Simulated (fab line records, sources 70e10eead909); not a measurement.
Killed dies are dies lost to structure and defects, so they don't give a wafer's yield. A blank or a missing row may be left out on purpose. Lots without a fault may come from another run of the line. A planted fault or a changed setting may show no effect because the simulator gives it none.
Chamber matching | flow nand_harc | NHARC_A_CHANNEL_FILL_D1_ALD_02 on ald_hk-02: 4 sister chambers
The step deposits SiO2, target thk 6 nm, pulse time 10 s, ald cycles 60. 8 wafers are shown with their chamber, then 8 later ones without.

WAFERS WITH THEIR CHAMBER
wafer  | chamber | heater_power_w (W) | precursor_pulse_height_rel
L078.1 | 3       | 428                | 0.995
L078.4 | 0       | 516                | 0.983
L081.4 | 0       | 527                | 0.994
L081.5 | 2       | 499                | 0.960
L086.1 | 3       | 422                | 0.959
L086.2 | 1       | 423                | 0.954
L086.4 | 2       | 497                | 0.992
L088.1 | 1       | 413                | 0.995

WAFERS WITHOUT THEIR CHAMBER
wafer  | heater_power_w (W) | precursor_pulse_height_rel
L088.3 | 521                | 0.998
L088.4 | 419                | 0.989
L090.1 | 421                | 1.020
L090.2 | 495                | 1.026
L090.4 | 439                | 0.998
L091.1 | 533                | 0.974
L091.3 | 424                | 1.012
L091.5 | 427                | 0.992

WHICH CHAMBER EACH WENT THROUGH
wafer  | from the rows above     | in truth
L088.3 | 0                       | 0
L088.4 | can't be placed: 1 or 3 | 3
L090.1 | can't be placed: 3 or 1 | 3
L090.2 | 2                       | 2
L090.4 | can't be placed: 3 or 1 | 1
L091.1 | 0                       | 0
L091.3 | can't be placed: 3 or 1 | 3
L091.5 | can't be placed: 3 or 1 | 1
Placed correctly: 3 of 8. Can't be placed from these rows: 5 (the true chamber is among the candidates in 5). Placed wrongly: 0.
How it was worked out, from the rows above alone: a wafer's distance from a chamber is the root of the sum, over the readings, of the square of ((its reading less the chamber's mean) divided by the reading's scatter). The wafer belongs to the nearest chamber; if the next one is less than 2 further off, it can't be placed. A chamber's mean is the mean of its shown wafers. The scatter: the root of (the sum of the squares of (reading less its chamber's mean) over the shown wafers, divided by (wafers less chambers)).
